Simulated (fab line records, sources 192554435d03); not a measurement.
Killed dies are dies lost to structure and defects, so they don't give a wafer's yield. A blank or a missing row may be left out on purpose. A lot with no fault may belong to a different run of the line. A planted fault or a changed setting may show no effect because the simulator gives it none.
Lot-split experiment | flow n5Finfet | 21 wafers read across 7 lots, on a route 1938 steps long

## THE SPLIT ITSELF
At N5_BEOL_M11_VIA_ETCH_34 (etches SiCOH lowk in C4F6/O2, target depth 184.5 nm, time 69.2 s), the setting timeS was moved away from the recipe's 69.2 s on 6 of the 21 wafers read, by -20.3% to +18.5%. All remaining wafers had this setting at the recipe value.

The reading is taken at the split's own step.

## THE READING
SOC_of_BEOL_M11_COAT_63.thkNm (the simulator's own value, which no gauge read), in nm, at N5_BEOL_M11_VIA_ETCH_34 (etches SiCOH lowk in C4F6/O2, target depth 184.5 nm, time 69.2 s). There is no usual value for it anywhere in the file. Here, 15 wafers ran the recipe; their average is 92.2 nm with a standard deviation of 0.36 nm.

wafer  | tool, chamber at the split | timeS as run, s | against the recipe | SOC_of_BEOL_M11_COAT_63.thkNm, nm | against lot-mates on the recipe
L075.2 | rieDiel-01, 0              | 81.98           | +18.5%             | 90.4                              | -1.8
L075.4 | rieDiel-01, 1              | 81.98           | +18.5%             | 91                                | -1.2
L075.5 | rieDiel-01, 1              | 69.2            | recipe             | 92.2                              | -
L078.1 | rieDiel-03, 1              | 69.2            | recipe             | 92.6                              | -
L078.3 | rieDiel-03, 2              | 69.2            | recipe             | 93                                | -
L078.5 | rieDiel-03, 3              | 69.2            | recipe             | 92.4                              | -
L081.2 | rieDiel-03, 3              | 56.18           | -18.8%             | 94                                | +1.6
L081.5 | rieDiel-03, 3              | 69.2            | recipe             | 92.4                              | -
L081.6 | rieDiel-03, 2              | 56.18           | -18.8%             | 93.6                              | +1.2
L077.4 | rieDiel-03, 2              | 69.2            | recipe             | 92.6                              | -
L077.5 | rieDiel-03, 0              | 64.8            | -6.4%              | 92.6                              | +0.3
L077.6 | rieDiel-03, 3              | 69.2            | recipe             | 92                                | -
L082.1 | rieDiel-03, 1              | 69.2            | recipe             | 92                                | -
L082.4 | rieDiel-03, 2              | 69.2            | recipe             | 92                                | -
L082.5 | rieDiel-03, 1              | 55.15           | -20.3%             | 93.8                              | +1.8
L084.2 | rieDiel-01, 1              | 69.2            | recipe             | 91.6                              | -
L084.3 | rieDiel-01, 3              | 69.2            | recipe             | 91.8                              | -
L084.6 | rieDiel-01, 1              | 69.2            | recipe             | 91.8                              | -
L086.1 | rieDiel-05, 2,1            | 69.2            | recipe             | 92                                | -
L086.3 | rieDiel-05, 2,1            | 69.2            | recipe             | 92                                | -
L086.2 | rieDiel-05, 0              | 69.2            | recipe             | 92.4                              | -
Where a row lists several chambers, the file gives one row for several wafers and doesn't say which wafer went through which chamber.

FIT RESULTS
A straight line over all 21 wafers: SOC_of_BEOL_M11_COAT_63.thkNm changes by -0.0819 nm for each +1% of timeS; r = -0.92; the points scatter about the line by 0.34 nm.
The same after taking each lot's own level away (the mean of its wafers on the recipe; 21 wafers): -0.0797 nm for each +1%; r = -0.96; scatter 0.21 nm.
On that fit, the largest move of timeS shifts the reading by 1.6 nm.
From 91.73 to 92.67 nm: that is the span of the lots' own levels, equal to 2.6 times the standard deviation above.
The two slopes agree, so the slope changes little with the lot-to-lot level.
Check: for one of the wafers moved furthest among these (-20.3%), held out of the fit, the line's prediction against its lot-mates is +1.54 nm. Against them it came out at +1.8 nm.

## THESE WAFERS: OTHER SPLITS
Other splits were also applied to these wafers ahead of the reading. Each is held against what the fit with the lots' levels taken away leaves over:
other split on the same wafers | wafers away from the commonest value | r with SOC_of_BEOL_M11_COAT_63.thkNm (lot level and that fit taken away)
N5_BEOL_M5_COAT_71 spinRpm     | 10                                   | +0.07
N5_BEOL_M5_COAT_05 spinRpm     | 6                                    | -0.21
N5_BEOL_M5_ETCH_41 sourceW     | 12                                   | -0.06
N5_BEOL_M6_COAT_22 spinRpm     | 6                                    | -0.12
N5_BEOL_M8_PECVD_70 tempC      | 10                                   | +0.13
N5_BEOL_M11_PECVD_70 timeS     | 5                                    | -0.05
N5_BEOL_M11_COAT_59 spinRpm    | 8                                    | -0.22

## THE WHOLE CHAIN: every reading that the file lists as answering this split, in the file's order
step                    | what it does                                                     | reading                                                                        | change (the file's fit)                | r (the file's)
N5_BEOL_M11_VIA_ETCH_34 | etches SiCOH lowk in C4F6/O2, target depth 184.5 nm, time 69.2 s | etch.depthNm (the simulator's own value, which no gauge read)                  | +1.92 nm for each +1% of the setting   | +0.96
N5_BEOL_M11_VIA_ETCH_34 | etches SiCOH lowk in C4F6/O2, target depth 184.5 nm, time 69.2 s | SOC_of_BEOL_M11_COAT_63.thkNm (the simulator's own value, which no gauge read) | -0.0806 nm for each +1% of the setting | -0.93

## FILE'S OWN FIT
SOC_of_BEOL_M11_COAT_63.thkNm changes by -0.0806 nm for each +1% of timeS, r = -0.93.
